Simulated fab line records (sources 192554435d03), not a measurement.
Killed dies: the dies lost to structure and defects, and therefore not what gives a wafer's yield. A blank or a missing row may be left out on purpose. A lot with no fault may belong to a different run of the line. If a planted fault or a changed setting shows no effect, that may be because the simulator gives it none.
Chamber matching    flow n5_finfet    rie_diel-01 running N5_BEOL_M3_ETCHBACK_99: 4 sister chambers
The step etches SiO2 in CHF3, target depth 5 nm, time 10.4 s. 16 wafers are shown with their chamber, then 8 later ones without.

== WAFERS, EACH WITH ITS CHAMBER ==
wafer   chamber  drypump_motor_current_A (A)  oes_f_703_au (a.u.)  showerhead_plenum_p_Torr (Torr)
L076.1  2        5.4                          0.87                 2.17
L076.3  0        5.1                          0.76                 2.24
L076.5  3        6.3                          0.69                 2.11
L077.1  3        6.4                          0.69                 2.11
L077.3  0        5.1                          0.76                 2.24
L077.6  3        6.4                          0.69                 2.11
L078.1  0        5.1                          0.76                 2.24
L078.3  3        6.4                          0.69                 2.11
L078.6  2        5.4                          0.85                 2.17
L080.1  3        6.3                          0.69                 2.11
L080.3  0        5.1                          0.76                 2.24
L080.5  2        5.4                          0.86                 2.17
L087.1  1        5.6                          1.00                 2.10
L087.3  2        5.4                          0.84                 2.16
L087.6  0        5.1                          0.75                 2.23
L091.2  2        5.4                          0.83                 2.16

SIGNATURES, as means of the wafers listed above
reading                   chamber 0  chamber 1  chamber 2  chamber 3  scatter within a chamber
drypump_motor_current_A   5.100      5.600      5.400      6.360      0.0316
oes_f_703_au              0.7580     1.0000     0.8500     0.6900     0.00949
showerhead_plenum_p_Torr  2.2380     2.1000     2.1660     2.1100     0.00408
Rule: distance of a wafer from a chamber = root of the sum over the readings of ((wafer's reading minus chamber's mean) / reading's scatter) squared. If the next closest chamber is less than 2 further off than the closest, the wafer can't be placed; otherwise it belongs to the closest. The scatter: take each reading less its chamber's mean, square it, sum over the shown wafers, divide by the number of wafers less the number of chambers, and take the root.

== WAFERS WITH NO CHAMBER GIVEN ==
wafer   drypump_motor_current_A (A)  oes_f_703_au (a.u.)  showerhead_plenum_p_Torr (Torr)
L091.3  5.7                          0.99                 2.10
L091.4  5.1                          0.74                 2.23
L093.2  5.4                          0.83                 2.16
L093.4  5.7                          0.96                 2.10
L093.5  5.4                          0.82                 2.16
L092.2  5.1                          0.73                 2.23
L092.5  5.4                          0.83                 2.16
L092.6  5.1                          0.73                 2.23

== WHICH CHAMBER EACH ONE RAN IN ==
wafer   from the rows above  in truth
L091.3  1                    1
L091.4  0                    0
L093.2  2                    2
L093.4  1                    1
L093.5  2                    2
L092.2  0                    0
L092.5  2                    2
L092.6  0                    0
Placed correctly: 8 of 8. From these rows, 0 cannot be placed. Number placed wrongly: 0.
